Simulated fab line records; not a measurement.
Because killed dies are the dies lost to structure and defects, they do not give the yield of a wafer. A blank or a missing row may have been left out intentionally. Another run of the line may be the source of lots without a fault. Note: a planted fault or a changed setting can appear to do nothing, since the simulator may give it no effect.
Matching of chambers :: flow nand harc :: cmp-01 running NHARC_P_M1_CMP_23: 4 sister chambers
The step polishes, t overpolish 20 s, target thk 157.82 nm. 8 wafers are shown with their chamber, then 9 later ones without.

== EACH WAFER AND ITS CHAMBER ==
wafer: L082.2
chamber: 1
motor current A (A): 11.6
time to endpoint s (s): 26.9

wafer: L082.3
chamber: 2
motor current A (A): 11.7
time to endpoint s (s): 28.7

wafer: L084.1
chamber: 3
motor current A (A): 10.9
time to endpoint s (s): 29.8

wafer: L084.4
chamber: 1
motor current A (A): 11.6
time to endpoint s (s): 30.5

wafer: L084.6
chamber: 0
motor current A (A): 15.1
time to endpoint s (s): 32.4

wafer: L086.1
chamber: 0
motor current A (A): 15.2
time to endpoint s (s): 30.4

wafer: L086.5
chamber: 3
motor current A (A): 11.0
time to endpoint s (s): 28.9

wafer: L086.6
chamber: 2
motor current A (A): 11.0
time to endpoint s (s): 30.6

== WAFERS WITHOUT THEIR CHAMBER ==
wafer: L093.4
motor current A (A): 10.8
time to endpoint s (s): 26.5

wafer: L093.5
motor current A (A): 14.9
time to endpoint s (s): 29.7

wafer: L093.6
motor current A (A): 11.6
time to endpoint s (s): 24.2

wafer: L092.2
motor current A (A): 15.1
time to endpoint s (s): 30.3

wafer: L092.4
motor current A (A): 11.0
time to endpoint s (s): 26.2

wafer: L092.5
motor current A (A): 15.0
time to endpoint s (s): 29.7

wafer: L094.3
motor current A (A): 11.1
time to endpoint s (s): 28.0

wafer: L094.4
motor current A (A): 12.5
time to endpoint s (s): 27.5

wafer: L094.5
motor current A (A): 15.3
time to endpoint s (s): 28.5

== CHAMBER TAKEN BY EACH ==
wafer: L093.4
from the rows above: can't be placed: 3 or 2 or 1
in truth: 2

wafer: L093.5
from the rows above: 0
in truth: 0

wafer: L093.6
from the rows above: can't be placed: 1 or 2 or 3
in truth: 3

wafer: L092.2
from the rows above: 0
in truth: 0

wafer: L092.4
from the rows above: can't be placed: 3 or 2 or 1
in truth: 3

wafer: L092.5
from the rows above: 0
in truth: 0

wafer: L094.3
from the rows above: can't be placed: 3 or 2 or 1
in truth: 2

wafer: L094.4
from the rows above: can't be placed: 1 or 2
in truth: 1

wafer: L094.5
from the rows above: 0
in truth: 0
Correct placement for 4 of the 9. Not placeable from these rows: 5 (in 5, the candidates include the true chamber). 0 placed wrongly.
How it was worked out, from the rows above alone: a wafer's distance from a chamber is the root of the sum, over the readings, of the square of ((its reading less the chamber's mean) divided by the reading's scatter). The wafer belongs to the nearest chamber; if the next one is less than 2 further off, it can't be placed. A chamber's mean is the mean of its shown wafers. The scatter: take each reading less its chamber's mean, square it, sum over the shown wafers, divide by the number of wafers less the number of chambers, and take the root.
